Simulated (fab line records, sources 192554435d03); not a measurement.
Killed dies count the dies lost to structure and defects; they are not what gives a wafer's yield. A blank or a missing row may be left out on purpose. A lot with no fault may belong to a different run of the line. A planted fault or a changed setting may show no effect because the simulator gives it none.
Split-lot study | flow n5Finfet | 21 wafers read from 7 lots, route of 1938 steps

## THE SPLIT ITSELF
At N5_BEOL_M12_DEP_53 (deposits SiCN from 3MS/NH3, target thk 30 nm, time 10.5 s), the setting timeS was moved away from the recipe's 10.5 s on 7 of the 21 wafers read, by -12.6% to +8.5%. All remaining wafers had this setting at the recipe value.

The split's own step is where the reading is taken.

## THE READING
SiCN_of_BEOL_M12_DEP_53.thkNm (the simulator's own value, which no gauge read), in nm, at N5_BEOL_M12_DEP_53 (deposits SiCN from 3MS/NH3, target thk 30 nm, time 10.5 s). The file gives no usual value for it. Here, 14 wafers ran the recipe; their average is 30.0 nm with a standard deviation of 0.42 nm.

wafer  | tool, chamber at the split | timeS as run, s | against the recipe | SiCN_of_BEOL_M12_DEP_53.thkNm, nm | against lot-mates on the recipe
L078.1 | pecvd-04, 0                | 10.5            | recipe             | 30.2                              | -
L078.5 | pecvd-04, 1,0              | 10.96           | +4.4%              | 31.8                              | +1.6
L078.6 | pecvd-04, 1,0              | 10.96           | +4.4%              | 31.8                              | +1.6
L077.2 | pecvd-01, 0                | 10.5            | recipe             | 29.2                              | -
L077.4 | pecvd-01, 1                | 10.5            | recipe             | 30.4                              | -
L077.6 | pecvd-01, 1                | 10.5            | recipe             | 29.8                              | -
L079.4 | pecvd-04, 0                | 10.5            | recipe             | 30.6                              | -
L079.5 | pecvd-04, 1                | 10.5            | recipe             | 30.4                              | -
L079.6 | pecvd-04, 2                | 10.5            | recipe             | 30                                | -
L082.1 | pecvd-01, 1                | 10.92           | +4.0%              | 31                                | +1.2
L082.4 | pecvd-01, 0                | 10.5            | recipe             | 29.8                              | -
L082.6 | pecvd-01, 0                | 10.92           | +4.0%              | 31.6                              | +1.8
L084.3 | pecvd-01, 2                | 11.39           | +8.5%              | 32                                | +2.2
L084.4 | pecvd-01, 1                | 10.5            | recipe             | 30                                | -
L084.5 | pecvd-01, 0                | 10.5            | recipe             | 29.6                              | -
L086.2 | pecvd-03, 0                | 9.174           | -12.6%             | 25.8                              | -3.8
L086.3 | pecvd-03, 2                | 10.5            | recipe             | 29.6                              | -
L086.4 | pecvd-03, 0                | 9.174           | -12.6%             | 25.6                              | -4.0
L089.1 | pecvd-04, 1                | 10.5            | recipe             | 30.2                              | -
L089.3 | pecvd-04, 0                | 10.5            | recipe             | 29.8                              | -
L089.5 | pecvd-04, 1                | 10.5            | recipe             | 30.8                              | -
The file does not say which wafer passed through which chamber wherever a row lists several chambers: such a row stands for several wafers.

THE FIT
A straight line over all 21 wafers: SiCN_of_BEOL_M12_DEP_53.thkNm changes by +0.329 nm for each +1% of timeS; r = +0.97; the points scatter about the line by 0.44 nm.
The same after taking each lot's own level away (the mean of its wafers on the recipe; 21 wafers): +0.31 nm for each +1%; r = +0.98; scatter 0.33 nm.
On that fit, the largest move of timeS shifts the reading by 3.9 nm.
Across the lots, their own levels run from 29.60 to 30.33 nm, a range of 1.7 times the standard deviation given above.
Consequently the slope shifts little with the lot-to-lot level, the two slopes agreeing.
Check: -3.95 nm against its lot-mates is what the line predicts for one of the wafers moved furthest among these (-12.6%) when that wafer is left out of the fit. Against them it came out at -3.8 nm.

## THE FILE'S OWN FIT
SiCN_of_BEOL_M12_DEP_53.thkNm changes by +0.304 nm for each +1% of timeS, r = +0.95.
